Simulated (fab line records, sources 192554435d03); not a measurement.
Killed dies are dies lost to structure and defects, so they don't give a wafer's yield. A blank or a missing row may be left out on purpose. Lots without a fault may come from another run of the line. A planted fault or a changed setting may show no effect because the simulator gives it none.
Problem report in the 8D (eight disciplines) form, filled by code | flow n5_finfet | the parts of the form that need people (team, actions taken, sign-off) are left out

1. THE PROBLEM
time_to_endpoint_s at N5_BEOL_M5_CMP_52 reads a mean of 42.6 s on 5 wafers of 3 lots; wafers without a fault read 61.1 s with a standard deviation of 2.4. That is -7.7 standard deviations from the usual mean.
The step: polishes, stops on SiCOH lowk, t overpolish 6.9 s, target thk 62 nm.
First seen on wafer L150.2, day 11 11:23, on cmp-03. The record holds 33 wafers of 11 lots with a number at this step. Rule for "out", or "out of limits": more than 4 standard deviations from the usual mean. The other wafers with a number count as sound.

2. WHAT IT IS AND WHAT IT IS NOT
question                    | is                                     | is not
which readings at this step | time_to_endpoint_s                     | clearing_platen_rpm, head_pressure_psi, motor_current_A
which lots                  | L150, L155, L156                       | L142, L143, L146, L147, L151, L153, L162, L163
which wafers of those lots  | L150.2, L150.5, L155.1, L156.1, L156.2 | L150.6, L155.3, L155.4, L156.6
read on which tools         | cmp-01, cmp-03                         | cmp-02
when                        | from day 11 11:23                      | up to then (13 sound wafers); but 15 sound wafers of L151, L153, L155, L156, L162, L163 came after

3. SUSPECTS, AND WHAT RULES EACH OUT
Counting: a tool at a process step up to the reading stays a suspect if it ran every lot that is out. Sound lots after the first of them don't rule it out here, since some wafers of a struck lot are sound.
- ecd_cu-02 at N5_BEOL_M5_ECD_50 (material Cu, target thk 300 nm): kept. It ran every lot that is out, first L150 (day 11 11:01); its last sound lot up to then is L147 (day 10 09:32).
Left after counting: ecd_cu-02 at N5_BEOL_M5_ECD_50.

4. THE CAUSE (what the simulator had put in)
Process parameter drift: ecd_cu-02, from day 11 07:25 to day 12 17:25, at N5_BEOL_M5_ECD_50. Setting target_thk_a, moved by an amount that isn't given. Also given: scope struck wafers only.
Counting left only this tool.

5. THE CHAIN OF EFFECTS, in route order
Each row: a reading whose mean over the struck wafers that have a number lies more than 3 standard deviations from the usual. Only readings for which the record gives a usual standard deviation are gone through. hours: the time from each lot's start at the first step in this table that gives one to its start at this step, as a median over the lots. sigmas: the change in usual standard deviations.
hours | step              | reading            | usual  | on struck wafers | change | sigmas
0     | N5_BEOL_M5_CMP_52 | time_to_endpoint_s | 61.1 s | 42.6             | -18.5  | -7.7
The process steps in it:
- N5_BEOL_M5_CMP_52: polishes, stops on SiCOH lowk, t overpolish 6.9 s, target thk 62 nm.
Later measuring or inspecting steps at which every struck wafer that the step has a row for has a number for every such reading, and none has moved that far: N5_BEOL_M5_THK_MEAS_53.

6. WHAT WOULD HAVE CAUGHT IT SOONER
In this record the first reading out of limits was taken at day 11 11:23, 4 hours after the fault began at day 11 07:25.
Of the lots that are out (3), L155, L156 began N5_BEOL_M5_ECD_50 on ecd_cu-02 after day 11 11:23. A hold on the tool at that time would have spared those 2.
